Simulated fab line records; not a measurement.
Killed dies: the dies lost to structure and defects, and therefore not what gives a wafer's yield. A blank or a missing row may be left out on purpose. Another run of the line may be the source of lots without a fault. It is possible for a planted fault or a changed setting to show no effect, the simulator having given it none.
The tool behind it: which one? ; flow n5 finfet ; 32 wafers from 11 lots sampled at 4 of the route's 1938 steps

== WHAT EACH GAUGE READ, for each wafer ==
N5_MIM_TOP_LITHO_INSPECT_12: inspects for defects (macro).
lot;measured;on;raw defect count
L842;day 12 00:19;defect inspect-01;3 0 1
L841;day 12 00:22;defect inspect-02;3 2
L844;day 12 16:55;defect inspect-01;2 1 2
L845;day 13 11:29;defect inspect-01;1 4 0
L852;day 15 09:07;defect inspect-01;2 2 3
L856;day 16 00:04;defect inspect-01;3 0 1
L858;day 16 01:43;defect inspect-01;5 1 1
L857;day 16 02:32;defect inspect-01;1 3 6
L861;day 16 20:34;defect inspect-01;2 2 0
L860;day 17 00:49;defect inspect-02;0 2 2
L862;day 17 14:34;defect inspect-01;1 3 1

N5_MIM_BOT_LITHO_INSPECT_12: inspects for defects (macro).
lot;measured;on;raw defect count
L842;day 12 01:19;defect inspect-02;4 5 3
L841;day 12 01:29;defect inspect-01;1 0
L844;day 12 18:14;defect inspect-01;1 2 4
L845;day 13 12:14;defect inspect-01;1 3 1
L852;day 15 10:05;defect inspect-01;2 >300 4
L856;day 16 01:10;defect inspect-02;>300 >300 2
L858;day 16 02:58;defect inspect-01;1 3 0
L857;day 16 03:17;defect inspect-02;4 4 1
L861;day 16 21:25;defect inspect-02;5 2 5
L860;day 17 01:53;defect inspect-02;1 2 2
L862;day 17 15:25;defect inspect-02;1 2 3

== WHAT TOOL EACH LOT RAN ON (gives the tool, then ch and the chambers of the sampled wafers, and finally the start) ==
lot;N5_MIM_TOP_ALD_01;N5_MIM_TOP_ETCH_PECVD_03
L842;ald hk-03 ch 2,3, day 12 00:19 or earlier;pecvd-03 ch 0,1,2, day 12 00:39
L841;ald hk-01 ch 1,2, day 12 00:22 or earlier;pecvd-01 ch 2, day 12 00:52
L844;ald hk-01 ch 0,2,3, day 12 16:55 or earlier;pecvd-01 ch 0,1, day 12 17:42
L845;ald hk-03 ch 2,3, day 13 11:29 or earlier;pecvd-03 ch 1,2, day 13 11:49
L852;ald hk-02 ch 1,2, day 15 09:07 or earlier;pecvd-03 ch 1,2, day 15 09:32
L856;ald hk-03 ch 0,1, day 16 00:04 or earlier;pecvd-03 ch 1,2, day 16 00:37
L858;ald hk-03 ch 1,2,3, day 16 01:43 or earlier;pecvd-01 ch 0,1, day 16 02:04
L857;ald hk-02 ch 0,1,3, day 16 02:32 or earlier;pecvd-01 ch 0,1,2, day 16 02:52
L861;ald hk-01 ch 1,2, day 16 20:34 or earlier;pecvd-01 ch 1,2, day 16 20:53
L860;ald hk-01 ch 1,2,3, day 17 00:49 or earlier;pecvd-02 ch 0,1,2, day 17 01:20
L862;ald hk-03 ch 1,2,3, day 17 14:34 or earlier;pecvd-02 ch 0,1,2, day 17 15:00
- N5_MIM_TOP_ALD_01: deposits HfO2, target thk 5.6 nm, pulse time 1 s, purge time 3 s.
- N5_MIM_TOP_ETCH_PECVD_03: deposits SiNx from SiH4/NH3/N2, target thk 20 nm, time 17.6 s.

== AS READ BY THE TOOLS THEMSELVES (means over the sampled wafers that have a number; for cases with no such wafer, the mark the record gives instead) ==
N5_MIM_TOP_ALD_01.
lot;tool;precursor pulse height rel
L842;ald hk-03;1.010
L841;ald hk-01;1.000
L844;ald hk-01;1.001
L845;ald hk-03;0.989
L852;ald hk-02;0.991
L856;ald hk-03;1.001
L858;ald hk-03;0.988
L857;ald hk-02;1.008
L861;ald hk-01;0.997
L860;ald hk-01;1.004
L862;ald hk-03;1.000

N5_MIM_TOP_ETCH_PECVD_03.
lot;tool;heater power w (W);showerhead plenum p Torr (Torr);throttle valve pct (%)
L842;pecvd-03;799;5.22;38.3
L841;pecvd-01;912;4.95;36.6
L844;pecvd-01;848;5.19;39.4
L845;pecvd-03;873;5.24;39.8
L852;pecvd-03;754;5.20;38.7
L856;pecvd-03;852;5.24;39.7
L858;pecvd-01;844;5.20;39.5
L857;pecvd-01;862;5.09;38.5
L861;pecvd-01;1001;5.00;38.2
L860;pecvd-02;763;5.14;40.2
L862;pecvd-02;777;5.13;40.4

== THE ANSWER, worked out from the rows above alone ==
Rule: usual is defined by the lots themselves. The widest of any qualifying gaps counts: lots, ordered by their means at a reading, are off when they make up no more than a third of the lots, leave a main group of 4 or more, and stand apart from it by 3 or more times the standard deviation of that group's means. The tables above print the reading to a certain number of digits; a main group whose means all agree to those digits is not used. Also off: a lot with no number at a reading for which 4 or more lots have one. The other lots that the step has rows for count as sound. Order of review: gauges by route order, followed by the tools' own readings, for which a lot's mean as printed above is used. At the first step where some lot is off, the reading lying furthest off is the one used; lots without a number count as furthest.
No lot is off on any of the readings shown, so nothing can be concluded from this.

== WHAT THE SIMULATOR HAD PUT IN ==
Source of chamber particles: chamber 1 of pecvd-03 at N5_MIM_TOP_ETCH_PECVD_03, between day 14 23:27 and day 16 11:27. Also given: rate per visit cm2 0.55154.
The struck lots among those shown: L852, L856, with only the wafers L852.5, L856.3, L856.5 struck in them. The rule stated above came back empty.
